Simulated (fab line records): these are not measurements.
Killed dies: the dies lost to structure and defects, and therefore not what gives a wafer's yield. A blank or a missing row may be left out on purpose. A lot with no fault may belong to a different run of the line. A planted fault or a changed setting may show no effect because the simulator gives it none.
Split-lot experiment    flow n5 finfet    on a route of 1938 steps: 7 lots, 39 wafers read

== SPLIT DETAILS ==
At N5_FIN_SAQP_SPACER2_ALD_28 (deposits SiO2, target thk 8.1 nm, pulse time 1 s, purge time 2 s), the setting target thk a was moved away from the recipe's 81 angstrom on 15 of the 39 wafers read, by -57.1% to +15.9%. The other wafers ran this setting at the recipe's value.

== FROM THE SPLIT TO THE READING: what the file shows between them, 9 steps ==
- N5_FIN_SAQP_SPACER2_ETCHBACK_29: etches SiO2 in CHF3/O2, target depth 12.2 nm, time 6.1 s
- N5_FIN_SAQP_MANDREL2_REMOVE_60: chemistry HBr/Cl2/O2, target a-Si, stops on SiNx, bt time 10 s
- N5_FIN_SAQP_CD_MEAS_31: target cd 8 nm
- N5_FIN_SAQP_HM_OPEN_33: chemistry CH3F/O2, target SiNx, target depth 49.4 nm, time 70.6 s
- N5_FIN_SAQP_ETCH_34: etches SiO2 in C4F6/O2, target depth 45 nm, time 15 s
- N5_FIN_SAQP_STRIP_77: strips in N2/H2, time 90 s
- N5_FIN_SAQP_HM_CD_35: target cd 8 nm
- N5_FIN_SAQP_ETCH_64: etches SiO2 in CF4, target depth 1.5 nm
- N5_FIN_SAQP_FIN_ETCH_36: etches the open film in HBr/Cl2/O2, target depth 120 nm, time 50.4 s

== THE READING ==
cd nm at N5_FIN_SAQP_CD_MEAS_37, given in nm (cd target 8 nm). A value of 8.14 nm with a standard deviation of 0.25 nm is what fault-free wafers of this fab line usually give.

wafer   tool, chamber at the split  target thk a as run, angstrom  against the recipe  cd nm, nm  against lot-mates on the recipe
L075.1  ald sin-02, 3,0,2,1,3,0     81                             recipe              8.26       -
L075.2  ald sin-02, 3,0,2,1,3,0     81                             recipe              8.00       -
L075.3  ald sin-02, 3,0,2,1,3,0     81                             recipe              7.90       -
L075.4  ald sin-02, 3,0,2,1,3,0     81                             recipe              8.01       -
L075.5  ald sin-02, 3,0,2,1,3,0     81                             recipe              8.51       -
L075.6  ald sin-02, 3,0,2,1,3,0     81                             recipe              8.04       -
L088.1  ald sin-01, 2,0             81                             recipe              8.12       -
L088.2  ald sin-01, 1               81                             recipe              8.00       -
L088.6  ald sin-01, 2,0             81                             recipe              7.68       -
L089.1  ald sin-04, 2,0             81                             recipe              8.66       -
L089.2  ald sin-04, 0               81                             recipe              8.52       -
L089.3  ald sin-04, 1,3             34.75                          -57.1%              3.45       -5.13
L089.4  ald sin-04, 3               34.75                          -57.1%              3.29       -5.29
L089.5  ald sin-04, 2,0             81                             recipe              8.57       -
L089.6  ald sin-04, 1,3             34.75                          -57.1%              3.69       -4.89
L090.1  ald sin-01, 2,3,2           62.74                          -22.5%              6.50       -1.69
L090.2  ald sin-01, 2,3,2           62.74                          -22.5%              6.31       -1.88
L090.3  ald sin-01, 1,0,1           81                             recipe              8.26       -
L090.4  ald sin-01, 1,0,1           81                             recipe              8.00       -
L090.5  ald sin-01, 1,0,1           81                             recipe              8.31       -
L090.6  ald sin-01, 2,3,2           62.74                          -22.5%              6.76       -1.43
L092.1  ald sin-01, 3,3,1           81                             recipe              8.06       -
L092.2  ald sin-01, 1,0             40.87                          -49.5%              4.04       -4.21
L092.3  ald sin-01, 1,0             40.87                          -49.5%              4.30       -3.95
L092.4  ald sin-01, 0               40.87                          -49.5%              3.93       -4.32
L092.5  ald sin-01, 3,3,1           81                             recipe              8.62       -
L092.6  ald sin-01, 3,3,1           81                             recipe              8.08       -
L094.1  ald sin-04, 2,3,1           93.84                          +15.9%              9.64       +1.30
L094.2  ald sin-04, 1,3,2           81                             recipe              7.92       -
L094.3  ald sin-04, 2,3,1           93.84                          +15.9%              9.76       +1.42
L094.4  ald sin-04, 1,3,2           81                             recipe              8.48       -
L094.5  ald sin-04, 2,3,1           93.84                          +15.9%              9.33       +0.99
L094.6  ald sin-04, 1,3,2           81                             recipe              8.62       -
L097.1  ald sin-04, 0,3,2           81                             recipe              8.02       -
L097.2  ald sin-04, 1,3,0           66.32                          -18.1%              6.83       -1.26
L097.3  ald sin-04, 0,3,2           81                             recipe              8.12       -
L097.4  ald sin-04, 0,3,2           81                             recipe              8.13       -
L097.5  ald sin-04, 1,3,0           66.32                          -18.1%              6.92       -1.17
L097.6  ald sin-04, 1,3,0           66.32                          -18.1%              6.89       -1.20
The file does not say which wafer passed through which chamber wherever a row lists several chambers: such a row stands for several wafers.

THE FIT
A straight line over all 39 wafers: cd nm changes by +0.0825 nm for each +1% of target thk a; r = +0.99; the points scatter about the line by 0.25 nm.
The same after taking each lot's own level away (the mean of its wafers on the recipe; 39 wafers): +0.0853 nm for each +1%; r = +0.99; scatter 0.23 nm.
According to that fit, moving target thk a by its largest amount changes the reading by 4.9 nm.
From 7.933 to 8.583 nm: that is the span of the lots' own levels, equal to 2.6 times the standard deviation above.
Hence the lot-to-lot level has little effect on the slope; both slopes agree.
Check: -4.79 nm against its lot-mates is what the line predicts for one of the wafers moved furthest among these (-57.1%) when that wafer is left out of the fit. It came out at -5.13 nm against them.

== THE OTHER SPLITS THESE WAFERS WENT THROUGH ==
Other splits were also applied to these wafers ahead of the reading. Each is held against what the fit with the lots' levels taken away leaves over:
other split on the same wafers           wafers away from the commonest value  r with cd nm (lot level and that fit taken away)
N5_ZERO_LAYER_DEVELOP_10 develop time s  9                                     -0.15

== THE WHOLE CHAIN: every reading that the file lists as answering this split, in the file's order ==
step                            what it does                                                          reading                                                                                  change (the file's fit)                 r (the file's)
N5_FIN_SAQP_SPACER2_ALD_28      deposits SiO2, target thk 8.1 nm, pulse time 1 s, purge time 2 s      SiO2_of_FIN_SAQP_SPACER2_ALD_28.thk nm (the simulator's own value, which no gauge read)  +0.0823 nm for each +1% of the setting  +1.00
N5_FIN_SAQP_MANDREL2_REMOVE_60  chemistry HBr/Cl2/O2, target a-Si, stops on SiNx, bt time 10 s        FIN_SAQP.cd nm (the simulator's own value, which no gauge read)                          +0.0802 nm for each +1% of the setting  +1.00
N5_FIN_SAQP_CD_MEAS_31          target cd 8 nm                                                        cd nm                                                                                    +0.0786 nm for each +1% of the setting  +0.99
N5_FIN_SAQP_HM_OPEN_33          chemistry CH3F/O2, target SiNx, target depth 49.4 nm, time 70.6 s     FIN_SAQP.cd nm (the simulator's own value, which no gauge read)                          +0.0808 nm for each +1% of the setting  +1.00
N5_FIN_SAQP_ETCH_34             etches SiO2 in C4F6/O2, target depth 45 nm, time 15 s                 FIN_SAQP.cd nm (the simulator's own value, which no gauge read)                          +0.0827 nm for each +1% of the setting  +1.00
N5_FIN_SAQP_HM_CD_35            target cd 8 nm                                                        cd nm                                                                                    +0.0848 nm for each +1% of the setting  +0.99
N5_FIN_SAQP_FIN_ETCH_36         etches the open film in HBr/Cl2/O2, target depth 120 nm, time 50.4 s  FIN_SAQP.cd nm (the simulator's own value, which no gauge read)                          +0.0822 nm for each +1% of the setting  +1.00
N5_FIN_SAQP_CD_MEAS_37          target cd 8 nm                                                        cd nm                                                                                    +0.0849 nm for each +1% of the setting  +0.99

== THE FILE'S OWN FIT ==
cd nm changes by +0.0849 nm for each +1% of target thk a, r = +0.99.
